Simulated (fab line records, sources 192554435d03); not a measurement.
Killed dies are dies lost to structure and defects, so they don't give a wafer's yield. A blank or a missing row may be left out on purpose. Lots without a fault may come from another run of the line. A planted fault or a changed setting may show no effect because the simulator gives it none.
Chamber matching | flow n5_finfet | N5_MOL_CONTACT_COAG_ETCH_66 on rie_diel-03: 4 sister chambers
The step etches SiARC in CF4, target depth 13 nm, time 21.7 s. 20 wafers are shown with their chamber, then 10 later ones without.

WAFERS WITH THEIR CHAMBER
wafer  | chamber | etch_rf_on_time_s (s) | throttle_valve_pct (%) | showerhead_plenum_p_Torr (Torr)
L079.2 | 2       | 20.5                  | 15.26                  | 2.27
L079.3 | 0       | 22.2                  | 15.99                  | 2.05
L079.6 | 0       | 22.1                  | 15.99                  | 2.05
L080.3 | 1       | 21.3                  | 15.90                  | 2.03
L080.5 | 3       | 23.0                  | 15.48                  | 2.25
L080.6 | 0       | 22.3                  | 16.00                  | 2.05
L083.1 | 1       | 21.3                  | 15.91                  | 2.03
L083.2 | 3       | 23.1                  | 15.51                  | 2.25
L083.3 | 2       | 20.8                  | 15.29                  | 2.27
L084.2 | 3       | 23.3                  | 15.53                  | 2.25
L084.4 | 3       | 23.4                  | 15.51                  | 2.25
L084.5 | 3       | 23.3                  | 15.50                  | 2.25
L086.1 | 3       | 23.4                  | 15.52                  | 2.25
L086.3 | 2       | 20.9                  | 15.28                  | 2.27
L086.4 | 2       | 21.0                  | 15.31                  | 2.27
L088.3 | 0       | 22.6                  | 16.02                  | 2.05
L088.4 | 2       | 20.6                  | 15.32                  | 2.26
L088.5 | 3       | 23.2                  | 15.53                  | 2.25
L089.2 | 2       | 20.9                  | 15.30                  | 2.26
L089.3 | 1       | 20.5                  | 15.44                  | 2.28

SIGNATURES (means of the wafers above)
reading                  | chamber 0 | chamber 1 | chamber 2 | chamber 3 | scatter within a chamber
etch_rf_on_time_s        | 22.300    | 21.033    | 20.783    | 23.243    | 0.236
throttle_valve_pct       | 16.0000   | 15.7500   | 15.2933   | 15.5114   | 0.0965
showerhead_plenum_p_Torr | 2.0500    | 2.1133    | 2.2667    | 2.2500    | 0.0511
Rule: a wafer's distance from a chamber is the root of the sum, over the readings, of the square of ((its reading less the chamber's mean) divided by the reading's scatter). The wafer belongs to the nearest chamber; if the next one is less than 2 further off, it can't be placed. The scatter: the root of (the sum of the squares of (reading less its chamber's mean) over the shown wafers, divided by (wafers less chambers)).

WAFERS WITHOUT THEIR CHAMBER
wafer  | etch_rf_on_time_s (s) | throttle_valve_pct (%) | showerhead_plenum_p_Torr (Torr)
L089.5 | 23.2                  | 15.52                  | 2.25
L094.3 | 23.0                  | 15.54                  | 2.24
L094.4 | 22.3                  | 16.04                  | 2.04
L094.5 | 20.8                  | 15.32                  | 2.26
L096.2 | 20.7                  | 15.32                  | 2.26
L096.3 | 20.6                  | 15.47                  | 2.28
L096.4 | 22.6                  | 16.04                  | 2.04
L097.1 | 22.3                  | 16.07                  | 2.04
L097.3 | 20.6                  | 15.34                  | 2.26
L097.6 | 22.3                  | 16.06                  | 2.04

WHICH CHAMBER EACH WENT THROUGH
wafer  | from the rows above | in truth
L089.5 | 3                   | 3
L094.3 | 3                   | 3
L094.4 | 0                   | 0
L094.5 | 2                   | 2
L096.2 | 2                   | 2
L096.3 | 2                   | 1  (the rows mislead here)
L096.4 | 0                   | 0
L097.1 | 0                   | 0
L097.3 | 2                   | 2
L097.6 | 0                   | 0
Placed correctly: 9 of 10. Can't be placed from these rows: 0. Placed wrongly: 1.
